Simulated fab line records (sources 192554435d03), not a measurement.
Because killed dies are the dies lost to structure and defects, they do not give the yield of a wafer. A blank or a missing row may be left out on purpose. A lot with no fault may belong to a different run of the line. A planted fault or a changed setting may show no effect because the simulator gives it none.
8D (eight disciplines) problem report, filled in by code | flow n5Finfet | the parts of the form that need people (team, actions taken, sign-off) are left out

## 1. THE PROBLEM
spinSpeedRpm at N5_BEOL_M5_COAT_65 reads a mean of 1431.8 rpm on 6 wafers of 2 lots; wafers without a fault read 1499.9 rpm with a standard deviation of 0.78. Relative to the usual mean, that is a shift of -87 standard deviations.
The step: time 60 s, resist thk 60 nm.
First observed at day 15 00:46: wafer L678.4, on lithoTrack-01. The record has a number at this step for 34 wafers belonging to 12 lots. Rule for "out", or "out of limits": more than 4 standard deviations from the usual mean. All remaining wafers that have a number are taken as sound.

## 2. WHAT IT IS; WHAT IT IS NOT
question                    | is                     | is not
which readings at this step | spinSpeedRpm           | chillPlateTempC, resistLineTempC
which lots                  | L678, L680             | L659, L660, L661, L663, L664, L666, L667, L669, L672, L681
which wafers of those lots  | all that have a number | -
read on which tools         | lithoTrack-01          | lithoTrack-03, lithoTrack-05
when                        | from day 15 00:46      | up to then (25 sound wafers); but 3 sound wafers of L681 came after

## 3. WHAT RULES OUT EACH SUSPECT
Counting: a tool at any process step up to the reading remains a suspect when it ran all the lots that are out and ran no sound lot after the first of those.
- lithoTrack-01 at N5_BEOL_M5_COAT_65 (time 60 s, resist thk 60 nm): kept. It ran every lot that is out, first L678 (day 15 00:46), and no sound lot after that; its last sound lot up to then is L664 (day 12 03:01). Its own readings are out on those wafers: spinSpeedRpm.
After counting, what remains is lithoTrack-01 at N5_BEOL_M5_COAT_65.

## 4. THE CAUSE (what the simulator had put in)
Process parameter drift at N5_BEOL_M5_COAT_65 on lithoTrack-01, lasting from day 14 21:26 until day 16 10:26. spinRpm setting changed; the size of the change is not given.
This tool alone remained once counting was done.

## 5. THE CHAIN OF EFFECTS, in route order
Rows list readings where the struck wafers' mean (over those with a number) sits beyond 3 standard deviations from the usual. Readings are gone through only where the record gives a usual standard deviation; hours: the median, over the lots, of the time from a lot's start at the first step in this table giving one to that lot's start at this step; sigmas: the change measured in usual standard deviations.
hours | step               | reading      | usual      | on struck wafers | change | sigmas
0     | N5_BEOL_M5_COAT_65 | spinSpeedRpm | 1499.9 rpm | 1431.8           | -68.1  | -87
The process steps in it:
- N5_BEOL_M5_COAT_65: time 60 s, resist thk 60 nm.

## 6. WHAT WOULD HAVE CAUGHT IT SOONER
In this record no reading fell out of limits until day 15 00:46, 3 hours after the fault had begun at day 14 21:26.
